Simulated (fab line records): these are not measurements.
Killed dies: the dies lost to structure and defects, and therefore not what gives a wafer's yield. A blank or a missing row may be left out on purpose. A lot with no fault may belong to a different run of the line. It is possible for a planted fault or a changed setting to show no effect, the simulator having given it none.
Matching of chambers | flow n5Finfet | 3 sister chambers for N5_BEOL_M11_DEP_56 on pecvd-04
The step deposits SiCN from 3MS/NH3, target thk 30 nm, time 10.5 s. 22 wafers are shown with their chamber, then 11 later ones without.

== WAFERS, EACH WITH ITS CHAMBER ==
wafer  | chamber | showerheadPlenumPTorr (Torr) | showerheadVppV (V) | throttleValvePct (%)
L074.3 | 2       | 4.142                        | 1648               | 16.5
L074.4 | 2       | 4.133                        | 1631               | 16.5
L074.6 | 1       | 4.133                        | 1707               | 17.0
L077.1 | 0       | 4.207                        | 1560               | 17.7
L077.3 | 2       | 4.124                        | 1611               | 16.6
L077.4 | 2       | 4.135                        | 1635               | 16.5
L081.2 | 2       | 4.129                        | 1614               | 16.6
L081.3 | 1       | 4.124                        | 1700               | 17.3
L081.4 | 0       | 4.199                        | 1563               | 17.6
L084.3 | 0       | 4.199                        | 1539               | 17.6
L084.5 | 1       | 4.124                        | 1729               | 17.4
L084.6 | 0       | 4.196                        | 1560               | 17.6
L083.2 | 0       | 4.191                        | 1529               | 17.7
L083.5 | 0       | 4.201                        | 1529               | 17.9
L083.6 | 2       | 4.136                        | 1594               | 16.7
L082.4 | 0       | 4.205                        | 1530               | 17.6
L082.5 | 2       | 4.142                        | 1593               | 16.8
L082.6 | 1       | 4.121                        | 1725               | 17.3
L085.2 | 2       | 4.137                        | 1621               | 16.7
L085.3 | 1       | 4.120                        | 1697               | 16.9
L085.6 | 1       | 4.124                        | 1662               | 17.2
L089.1 | 0       | 4.193                        | 1520               | 17.9

SIGNATURES (means of the wafers above)
reading               | chamber 0 | chamber 1 | chamber 2 | scatter within a chamber
showerheadPlenumPTorr | 4.19888   | 4.12433   | 4.13475   | 0.00553
showerheadVppV        | 1541.25   | 1703.33   | 1618.38   | 20
throttleValvePct      | 17.700    | 17.183    | 16.613    | 0.145
Rule: a wafer's distance from a chamber is the root of the sum, over the readings, of the square of ((its reading less the chamber's mean) divided by the reading's scatter). The wafer belongs to the nearest chamber; if the next one is less than 2 further off, it can't be placed. How the scatter is found: for the shown wafers, subtract from each reading the mean of its chamber, square and add these, divide the total by (wafers less chambers), then take the root.

== WAFERS MISSING THEIR CHAMBER ==
wafer  | showerheadPlenumPTorr (Torr) | showerheadVppV (V) | throttleValvePct (%)
L089.4 | 4.126                        | 1623               | 16.8
L089.6 | 4.139                        | 1627               | 16.7
L092.4 | 4.139                        | 1624               | 16.9
L092.5 | 4.125                        | 1747               | 17.2
L092.6 | 4.202                        | 1556               | 17.3
L094.2 | 4.198                        | 1550               | 17.8
L094.5 | 4.210                        | 1540               | 17.8
L094.6 | 4.128                        | 1676               | 17.1
L096.1 | 4.127                        | 1719               | 17.2
L096.2 | 4.127                        | 1616               | 16.6
L096.3 | 4.122                        | 1645               | 16.6

== THE CHAMBER EACH PASSED THROUGH ==
wafer  | from the rows above | in truth
L089.4 | 2                   | 2
L089.6 | 2                   | 2
L092.4 | 2                   | 2
L092.5 | 1                   | 1
L092.6 | 0                   | 0
L094.2 | 0                   | 0
L094.5 | 0                   | 0
L094.6 | 1                   | 1
L096.1 | 1                   | 1
L096.2 | 2                   | 2
L096.3 | 2                   | 2
11 of 11 placed correctly. Left unplaced by these rows: 0. 0 placed wrongly.
